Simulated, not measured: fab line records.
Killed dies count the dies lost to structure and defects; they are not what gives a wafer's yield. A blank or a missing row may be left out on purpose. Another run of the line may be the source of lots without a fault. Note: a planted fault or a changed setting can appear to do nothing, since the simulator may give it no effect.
fab line records | flow n5Finfet
record lots=6 wafers=16 lastDay=17
route steps=1938 shown MIM_BOT_LITHO@1855 MIM_BOT_ETCH@1866
lots that met no fault: taken from a fault-free run of the same line
startH: hours from the record's opening day to when the first of the lot's shown wafers began | waitH: time in hours since the lot's previous step | " identical to the entry in the row above | L1.1+2: several wafers, shown together as one row | - no value, or no start given | * or withheld: withheld | < > ~ a bound
route shown NAME@n: NAME is a module with steps in the file, n the number in the route of the first one | usual: mean and standard deviation over wafers with no fault | same: alike in all rows | chamber/n: place in a boat | sites: per-site readings | _std_site: how widely they spread, as a standard deviation | _edge_site: inner sites' mean taken away from outer sites' mean | radiusMm: how far each site lies from the wafer's centre | mask NAME#n: copy n | behind: the most recent tool/chamber to have shaped the wafer | hold: the reason the lot was held/the length of the hold in hours/how it ended | device: names the non-switching transistor (n, p or np) | end of line: the route-end tests of the same wafers | a step with no rows: only its recipe | killed: dies lost to structure and defects at the first sort, not the wafer's yield | map: per-die view of a wafer (x killed, . not killed, _ where there is no die)
set.NAME: the run value of the setting; set.NAME@STEP: its run value at that earlier step | model.NAME: the simulator's own value behind a step, which no gauge read
a table for each step, a row for each wafer; lots at some steps of the route
services: when a tool's chamber went out of use (startH, in hours from the record's first day, below 0 if earlier), for how many hours, and the reason
## steps
# step N5_MIM_BOT_LITHO_COAT_02
# recipe spinRpm=* resistThkNm=*
# step N5_MIM_BOT_LITHO_EBR_04
# recipe solvent=PGMEA ebrWidthMm=1.5
# step N5_MIM_BOT_LITHO_SOFTBAKE_03
# recipe tempC=100 timeS=90
# step N5_MIM_BOT_LITHO_EXPOSE_05
# recipe maskId=MIM_BOT na=0.55 sourceShape=conventional sigmaOuter=0.8 polarization=unpolarized doseMj=24.25
# step N5_MIM_BOT_LITHO_PEB_06
# recipe pebTempC=withheld pebTimeS=*
# step N5_MIM_BOT_LITHO_DEVELOP_07
# recipe developTimeS=60 rinseLiquid=diw dry=airSpin devTempC=21
# step N5_MIM_BOT_LITHO_HARDBAKE_09
# recipe tempC=130 timeS=120
# step N5_MIM_BOT_LITHO_CD_MEAS_08
# recipe targetCdNm=3000 landingEnergyEv=500 detector=seInlens polarity=opening
# usual cdNm=2999.9/2.2
# columns lot.wafer tool chamber startH waitH cdNm
L963.1 cdSem-02 0 288.15 - 2998.7
L963.3 " 0 " " 3000.4
L963.4 " 0 " " 2998.8
L969.1 cdSem-01 0 310.83 - 2999.5
L969.2 " 0 " " 2997.4
L969.6 " 0 " " 2998.2
L975.2 cdSem-02 0 362.00 - 2999.6
L975.4 " 0 " " 3001.5
L976.1 cdSem-02 0 362.90 - 2999.7
L976.6 " 0 " " 2999.5
L977.1 cdSem-01 0 369.52 - 2995.5
L977.4 " 0 " " 2992.8
L977.5 " 0 " " 2998.0
L985.1 cdSem-02 0 411.42 - 3001.3
L985.4 " 0 " " 2999.7
L985.6 " 0 " " 2998.2
# step N5_MIM_BOT_LITHO_OVL_MEAS_11
# recipe pointsPerWafer=44
# usual MIM_BOT_OVL=0/6
# columns lot.wafer tool chamber startH waitH MIM_BOT_OVL[nm]
L963.1 overlay-02 0 288.18 0.0 -7
L963.3 " 0 " " -4
L963.4 " 0 " " -7
L969.1 overlay-02 0 310.86 0.0 -12
L969.2 " 0 " " -5
L969.6 " 0 " " -6
L975.2 overlay-01 0 362.03 0.0 -4
L975.4 " 0 " " 2
L976.1 overlay-02 0 362.93 0.0 3
L976.6 " 0 " " 3
L977.1 overlay-01 0 369.55 0.0 -1
L977.4 " 0 " " -3
L977.5 " 0 " " -5
L985.1 overlay-02 0 411.45 0.0 6
L985.4 " 0 " " 5
L985.6 " 0 " " 8
# step N5_MIM_BOT_LITHO_INSPECT_12
# recipe mode=adi inspectInstrument=macro
# usual rawDefectCount=2.0/1.5
# columns lot.wafer tool chamber startH waitH rawDefectCount
L963.1 defectInspect-01 - 288.20 0.0 2
L963.3 " - " " 1
L963.4 " - " " 2
L969.1 defectInspect-01 - 310.89 0.0 2
L969.2 " - " " 1
L969.6 " - " " 4
L975.2 defectInspect-02 - 362.05 0.0 0
L975.4 " - " " 4
L976.1 defectInspect-02 - 362.95 0.0 3
L976.6 " - " " 3
L977.1 defectInspect-01 - 369.58 0.0 0
L977.4 " - " " 2
L977.5 " - " " 2
L985.1 defectInspect-01 - 411.48 0.0 5
L985.4 " - " " 4
L985.6 " - " " 2
# step N5_MIM_BOT_LITHO_DESCUM_10
# recipe chemistry=O2 timeS=7.9 sourcePowerW=50 biasPowerW=20 pressureMtorr=20 rfFrequencyHz=2.712e+07 tempC=40 o2FlowSccm=225
# usual drypumpMotorCurrentA=5.8/0.55 o2FlowSccm=225.0/0.72 oesProductAu=0.78/0.087 rfFwdPowerW=49.67/0.2 rfVppV=242.9/1.4 showerheadPlenumPTorr=2.08/0.072 tempC=39.99/0.12 throttleValvePct=20.38/0.26
# columns lot.wafer tool chamber startH waitH drypumpMotorCurrentA o2FlowSccm oesProductAu rfFwdPowerW rfHoursCounterH rfVppV showerheadPlenumPTorr tempC throttleValvePct
L963.1 rieDiel-05 0 288.84 0.6 5.3 224.4 1.01 49.93 0 244.2 2.15 40.07 20.19
L963.3 " 1 " " 5.9 224.6 0.79 49.38 105 242.6 2.04 40.05 20.64
L963.4 " 3 " " 6.7 226.3 0.70 49.67 243 241.1 1.96 39.95 20.63
L969.1 rieDiel-06 3 310.92 0.0 4.8 224.2 0.72 50.01 185 241.7 1.99 40.05 20.35
L969.2 " 2 " " 5.3 225.6 0.79 49.55 110 241.3 2.01 39.97 20.11
L969.6 " 0 " " 6.3 225.5 0.69 49.75 - 240.8 2.00 39.70 20.74
L975.2 rieDiel-06 2 362.32 0.3 5.3 225.0 0.77 49.75 129 242.3 2.00 39.87 20.14
L975.4 " 0 " " 6.4 225.3 0.68 49.73 225 242.1 1.99 40.11 20.78
L976.1 rieDiel-06 3 362.99 0.0 4.8 224.2 0.70 49.77 202 243.2 1.98 40.06 20.39
L976.6 " 3 " " 4.8 224.9 0.70 49.82 - 241.1 1.98 40.03 20.37
L977.1 rieDiel-05 1 369.61 0.0 6.0 225.2 0.77 49.30 132 240.2 2.03 40.00 20.69
L977.4 " 0 " " 5.3 225.5 0.89 49.75 32 242.5 2.14 40.12 20.24
L977.5 " 0 " " 5.3 224.7 0.90 49.62 - 243.8 2.14 40.14 20.23
L985.1 rieDiel-01 1 411.51 0.0 5.3 224.9 0.66 49.48 256 242.7 2.04 39.92 20.75
L985.4 " 1 " " 5.3 226.4 0.67 49.96 - 242.1 2.04 40.00 20.76
L985.6 " 3 " " 5.9 223.7 0.85 49.76 - 244.0 2.11 39.93 20.10
# step N5_MIM_BOT_ETCH_ETCH_04
# recipe chemistry=CF4/O2 target=SiNx targetDepthA=260 timeS=13 ionEnergyEv=100 pressureMtorr=40 sourceW=535 biasW=49 Ar_flow_sccm=100 cf4FlowSccm=100 O2_flow_sccm=10
# usual drypumpMotorCurrentA=5.8/0.56 oes_f_703_au=0.79/0.076 oesProductAu=0.78/0.083 rfFwdPowerW=531.7/1.8 rfVppV=239/3.8 showerheadPlenumPTorr=2.18/0.071 throttleValvePct=15.93/0.25
# columns lot.wafer tool chamber startH waitH drypumpMotorCurrentA oes_f_703_au oesProductAu rfFwdPowerW rfHoursCounterH rfVppV showerheadPlenumPTorr throttleValvePct
L963.1 rieDiel-05 0 288.91 0.0 5.3 0.97 1.00 533.4 0 245 2.25 15.65
L963.3 " 1 " " 6.0 0.81 0.81 532.4 105 241 2.13 16.08
L963.4 " 3 " " 6.7 0.70 0.70 529.2 243 232 2.08 16.26
L969.1 rieDiel-06 3 310.99 0.0 4.8 0.77 0.73 530.8 185 233 2.10 15.96
L969.2 " 2 " " 5.3 0.78 0.77 532.9 110 244 2.12 15.72
L969.6 " 0 " " 6.4 0.72 0.70 530.8 - 232 2.10 16.28
L975.2 rieDiel-06 2 362.39 0.0 5.3 0.76 0.76 531.0 129 245 2.12 15.76
L975.4 " 0 " " 6.4 0.71 0.68 531.1 225 231 2.10 16.29
L976.1 rieDiel-06 3 363.05 0.0 4.8 0.74 0.72 533.2 202 234 2.09 15.99
L976.6 " 3 " " 4.8 0.75 0.72 531.8 - 234 2.09 15.99
L977.1 rieDiel-05 1 369.68 0.0 6.0 0.79 0.78 532.4 132 239 2.12 16.13
L977.4 " 0 " " 5.3 0.87 0.88 533.3 32 245 2.24 15.73
L977.5 " 0 " " 5.2 0.86 0.88 533.4 - 244 2.24 15.70
L985.1 rieDiel-01 1 411.58 0.0 5.3 0.70 0.68 531.8 256 241 2.16 16.36
L985.4 " 1 " " 5.3 0.69 0.67 530.2 - 241 2.16 16.37
L985.6 " 3 " " 5.9 0.86 0.85 533.3 - 232 2.22 15.73
# step N5_MIM_BOT_ETCH_ETCH_03
# recipe chemistry=Cl2/BCl3 targetDepthA=120 pressureMtorr=8 icpW=800 biasW=100 Cl2_flow_sccm=20 bcl3FlowSccm=80
# usual drypumpMotorCurrentA=6.1/0.39 heBacksideLeakSccm=3.36/0.16 oesProductAu=0.81/0.11 rfFwdPowerW=795.0/3 throttleValvePct=27.5/0.35
# columns lot.wafer tool chamber startH waitH drypumpMotorCurrentA heBacksideLeakSccm oesProductAu rfFwdPowerW rfHoursCounterH throttleValvePct model.etch.depthNm model.MIM_BOT_ETCH.cdOffsetNm
L963.1 rieMetal-01 0 289.00 0.1 6.3 3.32 0.65 793.5 106 27.6 11.65 0
L963.3 " 0 " " 6.3 3.26 0.65 792.4 - 27.6 11.8 0
L963.4 " 1 " " 6.3 3.44 0.80 793.8 - 27.0 11.69 0.2
L969.1 rieMetal-03 1 311.08 0.1 6.4 3.41 0.70 791.6 71 27.9 11.85 0.4
L969.2 " 1 " " 6.4 3.44 0.70 797.7 - 27.9 11.9 0
L969.6 " 1 " " 6.4 3.43 0.70 796.1 - 27.9 11.86 0.2
L975.2 rieMetal-03 0 362.48 0.1 5.3 3.44 0.96 798.1 3 27.0 12.4 0
L975.4 " 1 " " 6.4 3.28 0.55 799.2 - 27.9 8.028 1.4
L976.1 rieMetal-03 0 363.14 0.1 5.3 3.46 0.95 795.2 3 27.0 12.41 0.2
L976.6 " 0 " " 5.3 3.34 0.77 791.3 - 27.0 8.388 1.6
L977.1 rieMetal-01 0 369.77 0.1 6.2 3.08 0.97 793.5 1 27.3 12.2 0
L977.4 " 0 " " 6.3 2.94 0.97 790.8 - 27.4 12.18 0
L977.5 " 1 " " 6.3 3.60 0.77 798.9 - 27.1 11.63 -0.4
L985.1 rieMetal-02 0 411.66 0.1 5.9 3.30 0.88 794.9 14 27.6 12.02 0
L985.4 " 0 " " 5.9 3.16 0.88 795.7 - 27.6 12.01 0.4
L985.6 " 1 " " 5.9 3.42 0.79 796.3 - 27.5 12.09 -0.2
# step N5_MIM_BOT_ETCH_ETCH_00
# recipe chemistry=Cl2/BCl3 target=TiN targetDepthA=455 ionEnergyEv=150 pressureMtorr=10 icpW=1000 biasW=126 Cl2_flow_sccm=53.25 bcl3FlowSccm=21.75 Ar_flow_sccm=25
# usual drypumpMotorCurrentA=6.1/0.39 heBacksideLeakSccm=3.37/0.18 oesProductAu=0.81/0.11 rfFwdPowerW=995/3.5 throttleValvePct=21.89/0.3
# columns lot.wafer tool chamber startH waitH drypumpMotorCurrentA heBacksideLeakSccm oesProductAu rfFwdPowerW rfHoursCounterH throttleValvePct model.MIM_BOT_ETCH.cdOffsetNm
L963.1 rieMetal-01 0 289.09 0.1 6.2 3.57 0.64 987 106 22.09 0.2
L963.3 " 0 " " 6.3 3.55 0.65 986 - 22.08 0.2
L963.4 " 1 " " 6.3 3.38 0.79 993 - 21.56 0.4
L969.1 rieMetal-03 1 311.26 0.1 6.4 3.30 0.70 993 71 22.23 0.6
L969.2 " 1 " " 6.4 3.34 0.69 995 - 22.25 0.4
L969.6 " 1 " " 6.4 3.44 0.70 996 - 22.24 0.4
L975.2 rieMetal-03 0 362.57 0.1 5.3 3.50 0.95 998 3 21.47 -0.4
L975.4 " 1 " " 6.4 3.40 0.68 996 - 22.24 1.4
L976.1 rieMetal-03 0 363.23 0.1 5.3 3.53 0.96 996 3 21.47 0
L976.6 " 0 " " 5.3 3.44 0.96 992 - 21.48 1.4
L977.1 rieMetal-01 0 369.86 0.1 6.2 2.96 0.98 992 1 21.75 -0.2
L977.4 " 0 " " 6.3 2.94 0.98 988 - 21.75 -0.2
L977.5 " 1 " " 6.3 3.60 0.77 996 - 21.56 -0.2
L985.1 rieMetal-02 0 411.75 0.1 5.9 3.13 0.88 992 14 21.95 0.4
L985.4 " 0 " " 5.9 3.05 0.89 994 - 21.94 0.6
L985.6 " 1 " " 5.9 3.52 0.79 993 - 22.00 -0.2
# step N5_MIM_BOT_ETCH_STRIP_01
# recipe chemistry=O2 powerW=600 tempC=60 pressureMtorr=30 rfFrequencyHz=6e+07 biasPowerW=0 overashFraction=0.5 o2FlowSccm=225
# usual drypumpMotorCurrentA=5.8/0.55 o2FlowSccm=224.9/0.73 oesProductAu=0.79/0.087 rfVppV=3.8/1.4 showerheadPlenumPTorr=2.09/0.076 tempC=60.01/0.13 throttleValvePct=16.62/0.26
# same overashFraction=0.5
# columns lot.wafer tool chamber startH waitH drypumpMotorCurrentA o2FlowSccm oesProductAu rfHoursCounterH rfVppV showerheadPlenumPTorr tempC throttleValvePct
L963.1 rieDiel-06 2 289.23 0.1 5.4 225.7 0.80 103 5.3 2.01 60.03 16.36
L963.3 " 3 " " 4.8 225.1 0.73 178 5.8 2.00 59.80 16.63
L963.4 " 0 " " 6.4 224.6 0.69 199 2.9 2.01 60.17 16.99
L969.1 rieDiel-01 0 311.55 0.2 6.2 224.3 0.88 53 1.8 2.22 60.03 16.23
L969.2 " 2 " " 6.7 224.4 0.72 218 3.2 2.09 59.91 16.82
L969.6 " 3 " " 5.9 224.2 0.93 - 3.9 2.12 59.91 16.33
L975.2 rieDiel-06 3 362.71 0.1 4.8 225.6 0.70 202 4.4 1.99 60.05 16.65
L975.4 " 2 " " 5.3 224.3 0.76 129 3.7 2.00 60.00 16.39
L976.1 rieDiel-05 2 363.37 0.1 5.5 224.0 0.73 188 7.0 2.09 60.02 16.75
L976.6 " 2 " " 5.6 225.0 0.72 - 2.1 2.09 59.93 16.77
L977.1 rieDiel-06 2 370.09 0.2 5.3 225.8 0.78 132 6.6 2.00 59.69 16.37
L977.4 " 3 " " 4.8 224.9 0.71 205 3.5 1.98 60.16 16.65
L977.5 " 2 " " 5.3 225.5 0.77 - 3.4 2.00 59.82 16.42
L985.1 rieDiel-01 1 411.90 0.1 5.3 226.5 0.67 256 5.3 2.05 59.95 17.09
L985.4 " 0 " " 6.2 223.4 0.84 - 2.9 2.20 60.10 16.29
L985.6 " 1 " " 5.3 226.9 0.67 - 4.1 2.05 60.17 17.04
## services
# columns tool chamber startH hours kind
rieDiel-05 0 265.60 - clean
rieDiel-05 0 265.60 - consumableReplace:focusRing
rieDiel-05 0 265.60 22.7 scheduledDown
rieDiel-05 0 265.60 22.7 ventCycle
rieDiel-01 2 270.68 4.7 repair
rieDiel-05 - 273.86 14.6 pm
rieMetal-03 0 295.59 - clean
rieMetal-03 0 295.59 24.7 scheduledDown
rieMetal-03 0 295.59 24.7 ventCycle
rieDiel-05 3 314.94 11.0 repair
rieDiel-05 3 326.15 - clean
rieDiel-05 3 326.15 - consumableReplace:focusRing
rieDiel-05 3 326.15 - consumableReplace:showerhead
rieDiel-05 3 326.15 16.1 scheduledDown
rieDiel-05 3 326.15 16.1 ventCycle
rieDiel-06 3 333.55 2.8 repair
rieDiel-06 - 334.62 0.7 repair
rieMetal-01 0 338.84 - clean
rieMetal-01 0 338.84 21.1 scheduledDown
rieMetal-01 0 338.84 21.1 ventCycle
rieDiel-05 1 355.36 13.1 repair
rieDiel-05 3 397.26 7.3 repair
rieDiel-05 - 400.19 2.8 pm
rieDiel-05 3 409.25 10.3 repair
## key
firstSign none at tools or gauges
modelEffect step=N5_MIM_BOT_ETCH_ETCH_03 value=etch.depthNm without=12.16 struck=8.208
modelEffect step=N5_MIM_BOT_ETCH_ETCH_00 value=MIM_BOT_ETCH.cdOffsetNm without=-0.2 struck=1.4
metAt N5_MIM_BOT_ETCH_ETCH_03
struckWafers L975.4,L976.6
onsetBetween 311.08 362.48
fault kind=processParameterDrift tool=rieMetal-03 chamber=- onsetH=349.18 steps=N5_MIM_BOT_ETCH_ETCH_03 channel=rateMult offset=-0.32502 shape=step endH=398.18 scope=struckWafersOnly
